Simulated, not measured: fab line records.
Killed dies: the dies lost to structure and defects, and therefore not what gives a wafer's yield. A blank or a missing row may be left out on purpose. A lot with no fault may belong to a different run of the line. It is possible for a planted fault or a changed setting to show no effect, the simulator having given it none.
Chamber matching || flow n5-finfet || N5_BEOL_M6_PECVD_70 on pecvd-03 has 3 sister chambers
The step deposits SiO2 from TEOS/O2, target thk 20 nm, time 22.7 s. 3 wafers are shown with their chamber, then 7 later ones without.

== WAFERS WITH THEIR CHAMBER ==
{"wafer": "L084.3", "chamber": 0, "heater-power-w (W)": 839}
{"wafer": "L091.2", "chamber": 2, "heater-power-w (W)": 807}
{"wafer": "L091.4", "chamber": 1, "heater-power-w (W)": 706}

== WAFERS WITH NO CHAMBER GIVEN ==
{"wafer": "L091.5", "heater-power-w (W)": 814}
{"wafer": "L086.2", "heater-power-w (W)": 775}
{"wafer": "L086.3", "heater-power-w (W)": 654}
{"wafer": "L086.4", "heater-power-w (W)": 665}
{"wafer": "L095.4", "heater-power-w (W)": 719}
{"wafer": "L095.5", "heater-power-w (W)": 830}
{"wafer": "L095.6", "heater-power-w (W)": 848}

== CHAMBER TAKEN BY EACH ==
{"wafer": "L091.5", "from the rows above": "can't be placed: 2 or 0", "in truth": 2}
{"wafer": "L086.2", "from the rows above": "can't be placed: 2 or 0 or 1", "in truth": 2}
{"wafer": "L086.3", "from the rows above": 1, "in truth": 1}
{"wafer": "L086.4", "from the rows above": 1, "in truth": 1}
{"wafer": "L095.4", "from the rows above": 1, "in truth": 1}
{"wafer": "L095.5", "from the rows above": "can't be placed: 0 or 2", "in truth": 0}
{"wafer": "L095.6", "from the rows above": "can't be placed: 0 or 2", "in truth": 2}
3 of 7 placed correctly. From these rows, 4 cannot be placed; in 4 the true chamber is one of the candidates. 0 placed wrongly.
How it was worked out, from the rows above alone: a wafer's distance from a chamber is the root of the sum, over the readings, of the square of ((its reading less the chamber's mean) divided by the reading's scatter). The wafer belongs to the nearest chamber; if the next one is less than 2 further off, it can't be placed. Each chamber's mean is taken over the wafers shown for it. The scatter (one wafer shown for each chamber): square how far every hidden wafer sits from the nearest shown wafer, average those squares and take the square root.
